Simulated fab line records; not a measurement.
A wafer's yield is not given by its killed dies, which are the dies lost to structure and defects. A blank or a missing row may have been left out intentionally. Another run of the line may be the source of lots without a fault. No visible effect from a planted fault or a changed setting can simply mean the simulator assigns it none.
Matching of chambers :: flow n5 finfet :: N5_BEOL_M4_ETCH_70 on rie diel-05: 4 sister chambers
The step etches SOC in N2/H2, target depth 80 nm, overetch 24 nm, time 130 s. 14 wafers are shown with their chamber, then 7 later ones without.

== WAFERS, EACH WITH ITS CHAMBER ==
wafer: L075.1
chamber: 2
drypump motor current A (A): 5.5
showerhead plenum p Torr (Torr): 2.49
throttle valve pct (%): 17.38

wafer: L075.3
chamber: 0
drypump motor current A (A): 5.8
showerhead plenum p Torr (Torr): 2.61
throttle valve pct (%): 17.71

wafer: L075.5
chamber: 0
drypump motor current A (A): 5.7
showerhead plenum p Torr (Torr): 2.61
throttle valve pct (%): 17.72

wafer: L079.2
chamber: 0
drypump motor current A (A): 5.8
showerhead plenum p Torr (Torr): 2.61
throttle valve pct (%): 17.75

wafer: L079.3
chamber: 1
drypump motor current A (A): 5.1
showerhead plenum p Torr (Torr): 2.61
throttle valve pct (%): 18.00

wafer: L079.6
chamber: 2
drypump motor current A (A): 5.5
showerhead plenum p Torr (Torr): 2.48
throttle valve pct (%): 17.39

wafer: L086.1
chamber: 2
drypump motor current A (A): 5.5
showerhead plenum p Torr (Torr): 2.48
throttle valve pct (%): 17.43

wafer: L086.4
chamber: 1
drypump motor current A (A): 5.2
showerhead plenum p Torr (Torr): 2.61
throttle valve pct (%): 18.03

wafer: L086.6
chamber: 3
drypump motor current A (A): 6.5
showerhead plenum p Torr (Torr): 2.63
throttle valve pct (%): 18.25

wafer: L092.1
chamber: 3
drypump motor current A (A): 6.5
showerhead plenum p Torr (Torr): 2.62
throttle valve pct (%): 18.29

wafer: L092.2
chamber: 2
drypump motor current A (A): 5.5
showerhead plenum p Torr (Torr): 2.47
throttle valve pct (%): 17.44

wafer: L092.6
chamber: 3
drypump motor current A (A): 6.5
showerhead plenum p Torr (Torr): 2.62
throttle valve pct (%): 18.29

wafer: L093.1
chamber: 3
drypump motor current A (A): 6.5
showerhead plenum p Torr (Torr): 2.62
throttle valve pct (%): 18.29

wafer: L093.4
chamber: 2
drypump motor current A (A): 5.5
showerhead plenum p Torr (Torr): 2.47
throttle valve pct (%): 17.44

SIGNATURES (means of the wafers above)
reading: drypump motor current A
chamber 0: 5.767
chamber 1: 5.150
chamber 2: 5.500
chamber 3: 6.500
scatter within a chamber: 0.0342

reading: showerhead plenum p Torr
chamber 0: 2.6100
chamber 1: 2.6100
chamber 2: 2.4780
chamber 3: 2.6225
scatter within a chamber: 0.00596

reading: throttle valve pct
chamber 0: 17.7267
chamber 1: 18.0150
chamber 2: 17.4160
chamber 3: 18.2800
scatter within a chamber: 0.0242
Rule: a wafer's distance from a chamber is the root of the sum, over the readings, of the square of ((its reading less the chamber's mean) divided by the reading's scatter). The wafer belongs to the nearest chamber; if the next one is less than 2 further off, it can't be placed. The scatter is the square root of a quotient: the sum, over the shown wafers, of each reading's squared deviation from its chamber's mean, divided by wafers minus chambers.

== WAFERS WHOSE CHAMBER IS MISSING ==
wafer: L093.5
drypump motor current A (A): 6.5
showerhead plenum p Torr (Torr): 2.62
throttle valve pct (%): 18.28

wafer: L094.1
drypump motor current A (A): 5.5
showerhead plenum p Torr (Torr): 2.47
throttle valve pct (%): 17.45

wafer: L094.5
drypump motor current A (A): 5.5
showerhead plenum p Torr (Torr): 2.47
throttle valve pct (%): 17.45

wafer: L094.6
drypump motor current A (A): 5.8
showerhead plenum p Torr (Torr): 2.60
throttle valve pct (%): 17.30

wafer: L097.1
drypump motor current A (A): 5.2
showerhead plenum p Torr (Torr): 2.60
throttle valve pct (%): 17.67

wafer: L097.3
drypump motor current A (A): 5.5
showerhead plenum p Torr (Torr): 2.46
throttle valve pct (%): 17.47

wafer: L097.5
drypump motor current A (A): 5.5
showerhead plenum p Torr (Torr): 2.46
throttle valve pct (%): 17.47

== WHICH CHAMBER EACH ONE RAN IN ==
wafer: L093.5
from the rows above: 3
in truth: 3

wafer: L094.1
from the rows above: 2
in truth: 2

wafer: L094.5
from the rows above: 2
in truth: 2

wafer: L094.6
from the rows above: 0
in truth: 0

wafer: L097.1
from the rows above: 1
in truth: 1

wafer: L097.3
from the rows above: 2
in truth: 2

wafer: L097.5
from the rows above: 2
in truth: 2
7 of 7 placed correctly. Number that these rows cannot place: 0. Wrongly placed: 0.
